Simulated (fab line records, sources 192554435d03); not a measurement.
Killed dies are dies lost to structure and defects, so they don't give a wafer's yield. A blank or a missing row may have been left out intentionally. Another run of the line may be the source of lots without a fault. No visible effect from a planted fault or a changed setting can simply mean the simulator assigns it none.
fab line records + flow n5-finfet
record:
- lots: 4
- wafers: 12
- last-day: 17
route steps=1938 shown BEOL_M13@1704 BEOL_M14@1716 PASSIVATION@1936
lots that met no fault: from a run of the same line without faults
start-h: hours from the record's opening day to when the first of the lot's shown wafers began + wait-h: hours since the lot's step before + " identical to the entry in the row above + L1.1+2: one row covering several wafers at once + - value missing, or start not given + * or withheld: withheld + < > ~ a bound
route shown NAME@n: NAME is a module with steps in the file, n the number in the route of the first one + usual: mean/standard deviation of fault-free wafers + same: alike in all rows + chamber/n: place in a boat + sites: the reading at each site + _std_site: standard deviation of those values + _edge_site: mean of outer sites minus mean of inner sites + radius-mm: for every site, how far away it sits from the centre of the wafer + mask NAME#n: copy n + behind: tool/chamber where the wafer was last shaped + hold: why the lot went on hold/how many hours it stayed there/how the hold came to an end + device: names the non-switching transistor (n, p or np) + end of line: the same wafers' tests at the end of the route + a step with no rows: only its recipe + killed: dies that structure and defects cost at the first sort, which is not the same as the wafer's yield + map: per-die view of a wafer (x killed, . not killed, _ where there is no die)
set.NAME: setting as actually run; set.NAME@STEP: the setting as run at that earlier step + model.NAME: the simulator's own value behind a step, which no gauge read
lots at selected steps of the route; one table per step, one row per wafer
services: from which hour (start-h, from the record's first day; less than 0 if before it) a tool's chamber was out of use, for how many hours, and why
== steps ==
step: N5_BEOL_M13_PRE_CLEAN_42
recipe:
- gas: H2/He
- time-s: 30
- temp-c: 250
step: N5_BEOL_M13_SPUTTER_43
recipe:
- material: TaN
- target-thk-a: 150
- temp-c: 50
- bias-v: 168.6
- power-w: 15000
- chamber-pressure-pa: 0.12
- time-s: 24.19
step: N5_BEOL_M13_SPUTTER_44
recipe:
- material: Ta
- target-thk-a: 100
- temp-c: 50
- bias-v: 80
- power-w: 15000
- chamber-pressure-pa: 0.07
- time-s: 16.13
step: N5_BEOL_M13_SPUTTER_45
recipe:
- material: Cu
- target-thk-a: 800
- temp-c: -20
- bias-v: 60
- power-w: 26000
- chamber-pressure-pa: 0.13
- time-s: 13.33
step: N5_BEOL_M13_ECD_47
recipe:
- material: Cu
- target-thk-a: 9360
step: N5_BEOL_M13_ANNEAL_48
recipe:
- temp-c: 225
- time-s: 90
- ambient: N2
step: N5_BEOL_M13_CMP_49
recipe:
- stop-on: SiOC
- t-overpolish-s: 17.1
- down-force-psi: 1
- platen-rpm: 50
- clearing-platen-down-force-psi: 1.5
- clearing-platen-rpm: 50
- post-cmp-clean: cu-alkaline
- target-thk-nm: 420
- clearing-platen-pad-velocity-m-s: 0.99484
- pad-velocity-m-s: 0.99484
step: N5_BEOL_M13_PRE_CLEAN_52
recipe:
- gas: NH3
- time-s: 15
- temp-c: withheld
- rf-power-w: 300
step: N5_BEOL_M13_DEP_53
recipe:
- material: SiCN
- target-thk-a: 500
- temp-c: withheld
- precursor: 3MS/NH3
- pressure-torr: 3
- rf-w: 675
- time-s: 17.8
step: N5_BEOL_M14_ILD_DEP_00
recipe:
- material: SiO2
- target-thk-a: 11193
- temp-c: 400
- precursor: TEOS/O2
- pressure-torr: 6.5
- rf-w: 900
- teos-flow-sccm: 161.4
- gas: O2
- flow-sccm: 2650
- time-s: 237.4
usual:
- heater-power-w: 495/83
- rf-fwd-power-W: 897/3.1
- showerhead-plenum-p-Torr: 8.34/0.056
- throttle-valve-pct: 18.4/1.1
| lot.wafer | tool     | chamber | start-h | wait-h | heater-power-w | rf-fwd-power-W | showerhead-plenum-p-Torr | throttle-valve-pct | model.SiO2_of_BEOL_M14_ILD_DEP_00.thk-nm |
|-----------|----------|---------|---------|--------|----------------|----------------|--------------------------|--------------------|------------------------------------------|
| L375.1    | pecvd-04 | 1       | 235.49  | 0.0    | 508            | 894            | 8.28                     | 17.4               | 1097                                     |
| L375.4    | "        | 2       | "       | "      | 493            | 901            | 8.40                     | 17.2               | 1118                                     |
| L375.6    | "        | 1       | "       | "      | 402            | 894            | 8.25                     | 17.7               | 1116                                     |
| L392.3    | pecvd-04 | 0       | 361.33  | 0.0    | 470            | 897            | 8.36                     | 20.6               | 1105                                     |
| L392.5    | "        | 0       | "       | "      | 366            | 896            | 8.36                     | 20.6               | 1119                                     |
| L392.6    | "        | 2       | "       | "      | 523            | 897            | 8.41                     | 17.4               | 1374                                     |
| L394.2    | pecvd-04 | 0       | 372.07  | 0.0    | 386            | 900            | 8.37                     | 20.5               | 1378                                     |
| L394.4    | "        | 1       | "       | "      | 395            | 899            | 8.28                     | 18.0               | 1113                                     |
| L394.5    | "        | 0       | "       | "      | 449            | 891            | 8.36                     | 20.5               | 1139                                     |
| L396.3    | pecvd-03 | 1       | 376.22  | 0.0    | 593            | 902            | 8.34                     | 19.2               | 1110                                     |
| L396.4    | "        | 1       | "       | "      | 456            | 898            | 8.37                     | 19.2               | 1125                                     |
| L396.6    | "        | 2       | "       | "      | 567            | 897            | 8.41                     | 17.4               | 1105                                     |
step: N5_BEOL_M14_THK_MEAS_01
recipe:
- reads: SiO2_of_BEOL_M14_ILD_DEP_00
usual:
- M14_ILD_THK: 1121/14
| lot.wafer | tool          | chamber | start-h | wait-h | M14_ILD_THK[nm] |
|-----------|---------------|---------|---------|--------|-----------------|
| L375.1    | film-metro-02 | -       | 235.68  | 0.1    | 1097            |
| L375.4    | "             | -       | "       | "      | 1119            |
| L375.6    | "             | -       | "       | "      | 1115            |
| L392.3    | film-metro-02 | -       | 361.52  | 0.1    | 1104            |
| L392.5    | "             | -       | "       | "      | 1119            |
| L392.6    | "             | -       | "       | "      | 1373            |
| L394.2    | film-metro-01 | -       | 372.26  | 0.1    | 1378            |
| L394.4    | "             | -       | "       | "      | 1113            |
| L394.5    | "             | -       | "       | "      | 1138            |
| L396.3    | film-metro-01 | -       | 376.41  | 0.1    | 1110            |
| L396.4    | "             | -       | "       | "      | 1125            |
| L396.6    | "             | -       | "       | "      | 1106            |
step: N5_BEOL_M14_COAT_58
recipe:
- resist: BARC
- temp-c: 205
- time-s: 60
- spin-rpm: 1500
- resist-thk-nm: 89
step: N5_BEOL_M14_COAT_04
recipe:
- spin-rpm: 1704
- resist-thk-nm: 800
step: N5_BEOL_M14_EBR_06
recipe:
- solvent: PGMEA
- ebr-width-mm: 1.5
step: N5_BEOL_M14_SOFTBAKE_05
recipe:
- temp-c: 130
- time-s: 60
step: N5_BEOL_M14_EXPOSE_07
recipe:
- mask-id: V13
- na: 0.8
- source-shape: annular
- sigma-inner: 0.5
- sigma-outer: 0.8
- polarization: unpolarized
- attpsm-phase-deg: 180
- dose-mj: 57
step: N5_BEOL_M14_PEB_08
recipe:
- peb-temp-c: 130
- peb-time-s: 90
step: N5_BEOL_M14_DEVELOP_09
recipe:
- develop-time-s: 45
- rinse-liquid: diw
- dry: air-spin
- dev-temp-c: 21
step: N5_BEOL_M14_HARDBAKE_14
recipe:
- temp-c: 130
- time-s: 120
step: N5_BEOL_M14_DESCUM_15
recipe:
- chemistry: O2
- time-s: 7.9
- source-power-w: 50
- bias-power-w: 20
- pressure-mtorr: 20
- rf-frequency-hz: 2.712e+07
- temp-c: 40
- o2-flow-sccm: 225
step: N5_BEOL_M14_ETCH_59
recipe:
- chemistry: N2/H2
- target: BARC
- target-depth-a: 890
- overetch-a: 267
- time-s: 67.9
- ion-energy-ev: 200
- pressure-mtorr: 30
- source-w: 840
- bias-w: 150
- n2-flow-sccm: 200
- h2-flow-sccm: 200
step: N5_BEOL_M14_VIA_ETCH_16
recipe:
- chemistry: C4F8/O2/Ar
- target: SiO2
- he-inner-torr: 15
- he-outer-torr: 30
- target-depth-a: 12313
- time-s: withheld
- ion-energy-ev: 800
- pressure-mtorr: 20
- source-w: 1905
- bias-w: 2040
- Ar_flow_sccm: 400
- C4F8_flow_sccm: 16
- O2_flow_sccm: 12
- ends: cleared
usual:
- drypump-motor-current-A: 5.7/0.35
- oes_o_777_au: 0.82/0.076
- oes-product-au: 0.74/0.072
- rf-fwd-power-W: 1900/6.1
- rf-vpp-V: 2222/12
- showerhead-plenum-p-Torr: 3.43/0.11
- throttle-valve-pct: 30.77/0.17
| lot.wafer | tool        | chamber | start-h | wait-h | drypump-motor-current-A | oes_o_777_au | oes-product-au | rf-fwd-power-W | rf-vpp-V | showerhead-plenum-p-Torr | throttle-valve-pct | model.etch.depth-nm | model.coat_of_BEOL_M14_COAT_04.thk-nm |
|-----------|-------------|---------|---------|--------|-------------------------|--------------|----------------|----------------|----------|--------------------------|--------------------|---------------------|---------------------------------------|
| L375.1    | rie-diel-02 | 2       | 236.29  | 0.0    | 5.7                     | 0.83         | 0.77           | 1903           | 2214     | 3.35                     | 30.69              | 1097                | 460.2                                 |
| L375.4    | "           | 3       | "       | "      | 5.2                     | 0.72         | 0.65           | 1902           | 2229     | 3.56                     | 30.72              | 1118                | 452.2                                 |
| L375.6    | "           | 1       | "       | "      | 5.9                     | 0.85         | 0.78           | 1895           | 2210     | 3.36                     | 30.71              | 1116                | 454.2                                 |
| L392.3    | rie-diel-01 | 0       | 362.13  | 0.0    | 5.2                     | 0.86         | 0.78           | 1907           | 2220     | 3.34                     | 30.80              | 1105                | 452.6                                 |
| L392.5    | "           | 1       | "       | "      | 5.5                     | 0.87         | 0.78           | 1892           | 2232     | 3.37                     | 31.12              | 1119                | 449.2                                 |
| L392.6    | "           | 2       | "       | "      | 5.7                     | 0.80         | 0.71           | 1905           | 2219     | 3.33                     | 30.49              | 1374                | 391.2                                 |
| L394.2    | rie-diel-02 | 2       | 372.87  | 0.0    | 5.7                     | 0.78         | 0.71           | 1896           | 2213     | 3.33                     | 30.71              | 1378                | 393.6                                 |
| L394.4    | "           | 2       | "       | "      | 5.7                     | 0.79         | 0.71           | 1893           | 2212     | 3.33                     | 30.71              | 1113                | 454.6                                 |
| L394.5    | "           | 0       | "       | "      | 5.9                     | 0.68         | 0.61           | 1900           | 2245     | 3.52                     | 30.65              | 1139                | 450.4                                 |
| L396.3    | rie-diel-01 | 1       | 376.89  | 0.0    | 5.5                     | 0.87         | 0.78           | 1900           | 2232     | 3.37                     | 31.15              | 1110                | 451.4                                 |
| L396.4    | "           | 2       | "       | "      | 5.7                     | 0.79         | 0.71           | 1893           | 2219     | 3.33                     | 30.51              | 1125                | 446.8                                 |
| L396.6    | "           | 0       | "       | "      | 5.2                     | 0.86         | 0.77           | 1887           | 2218     | 3.34                     | 30.82              | 1105                | 454.4                                 |
step: N5_BEOL_M14_STRIP_63
recipe:
- chemistry: O2
- power-w: 600
- temp-c: 60
- pressure-mtorr: 30
- rf-frequency-hz: 6e+07
- bias-power-w: 0
- overash-fraction: 0.3
- o2-flow-sccm: 225
step: N5_BEOL_M14_STRIP_64
recipe:
- chemistry: O2
- power-w: 600
- temp-c: 60
- pressure-mtorr: 30
- rf-frequency-hz: 6e+07
- bias-power-w: 0
- overash-fraction: 0.3
- o2-flow-sccm: 225
step: N5_BEOL_M14_STRIP_71
recipe:
- chemistry: post-etch-residue-remover
- time-s: 60
- temp-c: 25
- remover-ph: withheld
- remover-water-wt-pct: withheld
- remover-fluoride-wt-pct: withheld
step: N5_BEOL_M14_SRD_72
recipe:
- time-s: 30
- temp-c: 23
- rinse-liquid: diw
- dry: n2-spin
- spin-rpm: 1500
- dry-time-s: 30
step: N5_BEOL_M14_COAT_65
recipe:
- resist: SOC
- temp-c: 250
- time-s: 60
- spin-rpm: 1500
- resist-thk-nm: 450
step: N5_BEOL_M14_COAT_66
recipe:
- resist: SiARC
- temp-c: 220
- time-s: 60
- spin-rpm: 1500
- resist-thk-nm: 110
step: N5_BEOL_M14_COAT_22
recipe:
- spin-rpm: 2888
- resist-thk-nm: 300
step: N5_BEOL_M14_EBR_24
recipe:
- solvent: PGMEA
- ebr-width-mm: 1.5
step: N5_BEOL_M14_SOFTBAKE_23
recipe:
- temp-c: 130
- time-s: 60
step: N5_BEOL_M14_EXPOSE_25
recipe:
- mask-id: M14
- na: 0.8
- source-shape: annular
- sigma-inner: 0.5
- sigma-outer: 0.8
- polarization: unpolarized
- target-cd-nm: 280
- dose-mj: 26.6
step: N5_BEOL_M14_PEB_26
recipe:
- peb-temp-c: 130
- peb-time-s: 90
step: N5_BEOL_M14_DEVELOP_27
recipe:
- develop-time-s: 45
- rinse-liquid: diw
- dry: air-spin
- dev-temp-c: 21
step: N5_BEOL_M14_HARDBAKE_32
recipe:
- temp-c: 130
- time-s: 120
step: N5_BEOL_M14_CMP_49
recipe:
- stop-on: SiO2
- t-overpolish-s: 5.2
- down-force-psi: 2
- platen-rpm: 80
- clearing-platen-down-force-psi: 2
- clearing-platen-rpm: 80
- post-cmp-clean: cu-alkaline
- target-thk-nm: 560
- clearing-platen-pad-velocity-m-s: 1.5917
- pad-velocity-m-s: 1.5917
usual:
- head-pressure-psi: 2.000/0.0041
- motor-current-A: 7.4/0.89
- platen-rpm: 80.01/0.054
| lot.wafer | tool   | chamber | start-h | wait-h | head-pressure-psi | motor-current-A | platen-rpm | model.SiO2_of_BEOL_M14_ILD_DEP_00.thk-nm |
|-----------|--------|---------|---------|--------|-------------------|-----------------|------------|------------------------------------------|
| L375.1    | cmp-04 | 1       | 242.33  | 0.3    | 2.004             | 6.8             | 79.97      | 1017                                     |
| L375.4    | "      | 2       | "       | "      | 2.001             | 7.6             | 80.01      | 1040                                     |
| L375.6    | "      | 0       | "       | "      | 2.008             | 6.9             | 80.00      | 1038                                     |
| L392.3    | cmp-04 | 2       | 365.98  | 0.3    | 2.001             | 7.2             | 80.00      | 1024                                     |
| L392.6    | "      | 3       | "       | "      | 2.003             | 6.6             | 80.11      | 1293                                     |
| L392.5    | "      | 0       | "       | "      | 1.989             | 6.9             | 79.93      | 1038                                     |
| L394.2    | cmp-04 | 3       | 376.08  | 0.2    | 2.000             | 6.5             | 79.98      | 1298                                     |
| L394.4    | "      | 2       | "       | "      | 1.998             | 7.5             | 80.05      | 1034                                     |
| L394.5    | "      | 0       | "       | "      | 2.002             | 6.9             | 79.98      | 1060                                     |
| L396.3    | cmp-04 | 1       | 380.10  | 0.2    | 1.999             | 6.8             | 80.05      | 1029                                     |
| L396.4    | "      | 3       | "       | "      | 2.001             | 6.6             | 80.04      | 1046                                     |
| L396.6    | "      | 0       | "       | "      | 1.996             | 7.0             | 80.03      | 1024                                     |
step: N5_PASSIVATION_PROBE_49
usual:
- defect-limited-yield: 90.9/1.3
- killed_at_M0_to_M3: 35/10
- killed_at_M4_up: 15/5.7
- killed-at-contacts: 14/6.4
- killed-at-front-end: 40/11
- killed-at-other: 4/3.1
- killed-dies: 108/16
- killed-on-rim: 14/3.6
- killed-open: 71/11
- killed-short: 34/7.7
- sort_bin_5_function: 5.4/0.9
- sort_bin_6_memory: 3.4/0.61
- sort-n-pass: 1072/16
- sort-yield-pct: 90.9/1.3
same:
- gross-dies: 1180
- killed-at-back-side: 0
- sort_bin_4_leakage[%]: 0
- sort_bin_8_speed[%]: 0
| lot.wafer | tool      | chamber | start-h | wait-h | defect-limited-yield[%] | killed_at_M0_to_M3 | killed_at_M4_up | killed-at-contacts | killed-at-front-end | killed-at-other | killed-dies | killed-on-rim | killed-open | killed-short | sort_bin_5_function[%] | sort_bin_6_memory[%] | sort-n-pass | sort-yield-pct[%] |
|-----------|-----------|---------|---------|--------|-------------------------|--------------------|-----------------|--------------------|---------------------|-----------------|-------------|---------------|-------------|--------------|------------------------|----------------------|-------------|-------------------|
| L375.1    | prober-01 | -       | 264.75  | 0.0    | 90.3                    | 37                 | 15              | 33                 | 23                  | 7               | 115         | 17            | 77          | 36           | 5.7                    | 4.0                  | 1065        | 90.3              |
| L375.4    | prober-01 | -       | 264.90  | 0.2    | 91.0                    | 24                 | 15              | 17                 | 48                  | 2               | 106         | 14            | 82          | 24           | 5.4                    | 3.3                  | 1074        | 91.0              |
| L375.6    | prober-01 | -       | 265.00  | 0.3    | 91.8                    | 32                 | 12              | 23                 | 26                  | 4               | 97          | 15            | 67          | 30           | 5.1                    | 3.1                  | 1083        | 91.8              |
| L392.3    | prober-01 | -       | 390.01  | 0.1    | 90.8                    | 43                 | 13              | 24                 | 25                  | 4               | 109         | 17            | 73          | 35           | 6.2                    | 2.9                  | 1071        | 90.8              |
| L392.5    | prober-01 | -       | 390.11  | 0.2    | 92.4                    | 23                 | 17              | 18                 | 29                  | 3               | 90          | 14            | 51          | 37           | 4.5                    | 2.4                  | 1090        | 92.4              |
| L392.6    | prober-01 | -       | 390.16  | 0.3    | 91.0                    | 26                 | 15              | 25                 | 31                  | 9               | 106         | 16            | 72          | 33           | 5.3                    | 3.4                  | 1074        | 91.0              |
killed by level:class
L375.1 MOL_CONTACT_COAG:geometric-particle:open=31 BEOL_M0_SAQP:geometric-particle:open=12 BEOL_M0_SAQP:geometric-particle:short=10 BEOL_M4:geometric-particle:open=8 FIN_SAQP:geometric-particle:short=6 BEOL_M2:geometric-particle:open=5 FIN_SAQP:geometric-particle:open=4 STARTING-WAFER:geometric-particle:short=4
L375.4 FIN_SAQP:geometric-particle:open=14 MOL_CONTACT_COAG:geometric-particle:open=14 STI_FIN_REVEAL:geometric-particle:open=11 BEOL_M1:geometric-particle:open=8 GATE_CUT:geometric-particle:open=8 BEOL_M0_SAQP:geometric-particle:short=6 STARTING-WAFER:geometric-particle:open=5 BEOL_M0_SAQP:geometric-particle:open=5
L375.6 MOL_CONTACT_COAG:geometric-particle:open=19 BEOL_M0_SAQP:geometric-particle:short=10 BEOL_M0_SAQP:geometric-particle:open=9 BEOL_M1:geometric-particle:open=7 FIN_SAQP:geometric-particle:open=5 DUMMY_GATE:geometric-particle:open=5 BEOL_M2:geometric-particle:open=5 MOL_CONTACT_COAG:geometric-particle:short=4
L392.3 MOL_CONTACT_COAG:geometric-particle:open=21 BEOL_M0_SAQP:geometric-particle:open=10 BEOL_M0_SAQP:geometric-particle:short=8 BEOL_M2:geometric-particle:open=7 BEOL_M3:geometric-particle:open=5 BEOL_M5:geometric-particle:open=5 FIN_SAQP:geometric-particle:short=4 BEOL_M1:geometric-particle:open=4
L392.5 MOL_CONTACT_COAG:geometric-particle:open=15 FIN_SAQP:geometric-particle:open=7 BEOL_M4:geometric-particle:short=7 BEOL_M2:geometric-particle:open=6 BEOL_M0_SAQP:geometric-particle:short=6 FIN_SAQP:geometric-particle:short=5 ILD0:geometric-particle:short=4 STARTING-WAFER:geometric-particle:short=4
L392.6 MOL_CONTACT_COAG:geometric-particle:open=19 FIN_SAQP:geometric-particle:short=10 MOL_CONTACT_COAG:geometric-particle:short=6 BEOL_M3:geometric-particle:open=6 BEOL_M4:geometric-particle:open=6 FIN_SAQP:geometric-particle:open=5 BEOL_M0_SAQP:geometric-particle:short=5 BEOL_M0_SAQP:geometric-particle:open=5
== services ==
| tool        | chamber | start-h | hours | kind                           |
|-------------|---------|---------|-------|--------------------------------|
| rie-diel-02 | 0       | 212.15  | 22.1  | repair                         |
| rie-diel-01 | 1       | 240.61  | -     | clean                          |
| rie-diel-01 | 1       | 240.61  | -     | consumable-replace:focus-ring  |
| rie-diel-01 | 1       | 240.61  | 16.8  | scheduled-down                 |
| rie-diel-01 | 1       | 240.61  | 16.8  | vent-cycle                     |
| pecvd-04    | -       | 247.94  | 0.7   | repair                         |
| cmp-04      | -       | 249.36  | 3.8   | repair                         |
| cmp-04      | -       | 260.25  | 4.0   | pm                             |
| cmp-04      | -       | 264.25  | -     | consumable-replace:conditioner |
| cmp-04      | -       | 264.25  | -     | consumable-replace:pad         |
| rie-diel-02 | 2       | 281.00  | 6.7   | repair                         |
| rie-diel-01 | 2       | 307.95  | 1.8   | repair                         |
| cmp-04      | -       | 320.93  | 0.4   | repair                         |
| cmp-04      | -       | 326.12  | 0.6   | repair                         |
| cmp-04      | -       | 349.13  | 2.2   | repair                         |
| pecvd-04    | 0       | 355.61  | 2.1   | scheduled-down                 |
| rie-diel-02 | 3       | 362.31  | -     | clean                          |
| rie-diel-02 | 3       | 362.31  | -     | consumable-replace:focus-ring  |
| rie-diel-02 | 3       | 362.31  | 18.8  | scheduled-down                 |
| rie-diel-02 | 3       | 362.31  | 18.8  | vent-cycle                     |
| rie-diel-01 | 1       | 371.83  | 1.8   | repair                         |
== key ==
first-sign:
- step: N5_BEOL_M14_THK_MEAS_01
- reading: M14_ILD_THK
- direction: up
- sigmas: 19
- usual: 1121
- struck: 1376
effect none on later readings
model-effect:
- step: N5_BEOL_M14_ILD_DEP_00
- value: SiO2_of_BEOL_M14_ILD_DEP_00.thk-nm
- without: 1120
- struck: 1376
model-effect:
- step: N5_BEOL_M14_VIA_ETCH_16
- value: etch.depth-nm
- without: 1120
- struck: 1376
model-effect:
- step: N5_BEOL_M14_CMP_49
- value: SiO2_of_BEOL_M14_ILD_DEP_00.thk-nm
- without: 1040
- struck: 1296
met-at N5_BEOL_M14_ILD_DEP_00
struck-wafers L392.6,L394.2
onset-between 235.49 361.33
fault:
- kind: process-parameter-drift
- tool: pecvd-04
- chamber: -
- onset-h: 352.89
- steps: N5_BEOL_M14_ILD_DEP_00
- channel: target-thk-a
- offset: *
- shape: step
- end-h: 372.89
- scope: struck-wafers-only
- acts-in: *
- stated: *
